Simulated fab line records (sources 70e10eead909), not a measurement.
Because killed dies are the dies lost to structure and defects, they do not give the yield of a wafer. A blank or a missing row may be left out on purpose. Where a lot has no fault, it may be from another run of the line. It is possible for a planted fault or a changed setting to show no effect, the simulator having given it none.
Comparing a struck lot with a sound one | flow nand_harc | 26 steps out of a route of 1302
Sound: the wafers L780.3, L780.4, L780.6. Struck: wafer L798.4. (L798.3, L798.6 of the same lot were not struck and are left out.) The cause comes at the end.
For every step that has rows: the tool of each side, followed by ch and its chambers, followed by its first start. Under that, the readings that differ: sound wafers | struck wafers | difference of the means | sigmas: that difference in standard deviations of wafers without a fault.
alike: readings with means less than 2 such deviations apart, plus words and numbers identical on both sides. not compared: withheld readings, readings lacking a value on some wafer, bounds such as >300 that could conceal the same value, and numbers that have no deviation in the record and whose values overlap.
The two part at a step that has a row with sigmas, a row that says differs or no value, or rows on one side only. Numbers that don't overlap but have no deviation are shown without sigmas and don't part them. A reading missing from all wafers of one side parts the sides only when that side holds two or more wafers.

NHARC_P_ZERO_WELL_INSPECT_43:
  sound: defect_inspect-01 at day 3 19:34; struck: defect_inspect-01 at day 11 07:35
  alike: raw_defect_count
then, 11 steps without rows for these wafers: NHARC_P_STI_ETCH_26 (etches SiO2 in dHF, target depth 11 nm); NHARC_P_STI_PRECLEAN_27 (cleans in SC1); NHARC_P_STI_SRD_28; NHARC_P_STI_OXIDE_29 (material SiO2, target thk 10 nm, ox time 1362 s); NHARC_P_STI_HM_DEP_30 (deposits Si3N4, target thk 80 nm, time 873 s); NHARC_P_STI_DEHYDRATE_01 (time 120 s); NHARC_P_STI_HMDS_02 (time 30 s); NHARC_P_STI_COAT_41 (time 65 s); NHARC_P_STI_COAT_03 (resist thk 600 nm); NHARC_P_STI_SOFTBAKE_04 (time 70 s); NHARC_P_STI_EBR_05.
NHARC_P_STI_EXPOSE_06: exposes mask P STI, target cd 200 nm.
  sound on krf_scanner-01 ch 0, day 4 11:07; struck on krf_scanner-01 ch 0, day 11 22:38
  alike: mask, reticle_temp_C
then, 2 steps without rows for these wafers: NHARC_P_STI_PEB_07 (peb time 80 s); NHARC_P_STI_DEVELOP_08 (time 50 s).
NHARC_P_STI_CD_MEAS_09: target cd 200 nm.
  sound on cd_sem-03 ch 0, day 4 11:16; struck on cd_sem-02 ch 0, day 11 22:47
  reading    | sound             | struck | difference | sigmas
  cd_nm (nm) | 201.9 201.6 202.5 | 157.8  | -44.2      | -21
NHARC_P_STI_OVL_MEAS_10:
  sound: overlay-01 at day 4 11:20; struck: overlay-01 at day 11 22:52
  alike: overlay_x_nm, overlay_y_nm
NHARC_P_STI_INSPECT_11:
  sound: defect_inspect-02 at day 4 11:23; struck: defect_inspect-01 at day 11 22:55
  alike: raw_defect_count
then, 1 step without rows for these wafers: NHARC_P_STI_HARDBAKE_13 (time 65 s).
NHARC_P_STI_DESCUM_14: chemistry O2, time 3 s.
  sound on rie_diel-05 ch 0,2, day 4 11:31; struck on rie_diel-03 ch 3, day 11 23:04
  reading                | sound             | struck | difference | sigmas
  model.P_STI.cd_nm (nm) | 202.1 202.2 202.3 | 158.1  | -44.1      |
  alike: drypump_motor_current_A, o2_flow_sccm, oes_product_au, rf_vpp_V, showerhead_plenum_p_Torr, throttle_valve_pct
  not compared: rf_hours_counter_h
NHARC_P_STI_ETCH_42: etches the open film in N2/H2, target depth 80 nm, overetch 24 nm, time 61 s.
  sound on rie_diel-05 ch 1,3, day 4 11:36; struck on rie_diel-03 ch 1, day 11 23:09
  alike: drypump_motor_current_A, oes_product_au, rf_vpp_V, showerhead_plenum_p_Torr, throttle_valve_pct
  not compared: rf_hours_counter_h
NHARC_P_STI_ETCH_31: etches the open film in CF4/CHF3, target depth 108.9 nm, time 54.5 s.
  sound on rie_diel-05 ch 2,3; struck on rie_diel-03 ch 0
  reading                | sound                | struck | difference | sigmas
  throttle_valve_pct (%) | 16.781 16.801 16.802 | 16.821 | +0.026     | +3
  alike: cf4_flow_sccm, drypump_motor_current_A, oes_product_au, rf_vpp_V, showerhead_plenum_p_Torr
  not compared: rf_hours_counter_h
NHARC_P_STI_ETCH_15: etches the open film in HBr/Cl2, target depth 300 nm, time 100.1 s.
  sound on rie_si-06 ch 0,3, day 4 11:47; struck on rie_si-06 ch 2, day 11 23:22
  reading                | sound           | struck | difference | sigmas
  model.P_STI.cd_nm (nm) | 201.7 200.8 201 | 156.9  | -44.3      |
  alike: drypump_motor_current_A, oes_product_au, throttle_valve_pct
  not compared: rf_hours_counter_h
NHARC_P_STI_CD_MEAS_16:
  sound: cd_sem-03 at day 4 11:57; struck: cd_sem-02 at day 11 23:31
  reading    | sound             | struck | difference | sigmas
  cd_nm (nm) | 202.0 200.7 201.0 | 157.1  | -44.1      | -19
NHARC_P_STI_OCD_MEAS_17:
  sound: ocd-01 at day 4 12:02; struck: ocd-01 at day 11 23:35
  reading                | sound             | struck | difference | sigmas
  trench_foot_cd_nm (nm) | 158.1 159.7 159.5 | 115.7  | -43.4      | -21
then, 1 step without rows for these wafers: NHARC_P_STI_STRIP_19 (strips in SPM, time 900 s).

## WHERE THEY PART
At NHARC_P_STI_CD_MEAS_09 first; at NHARC_P_STI_OCD_MEAS_17 last (within this record only).

WHY: what the simulator had put in
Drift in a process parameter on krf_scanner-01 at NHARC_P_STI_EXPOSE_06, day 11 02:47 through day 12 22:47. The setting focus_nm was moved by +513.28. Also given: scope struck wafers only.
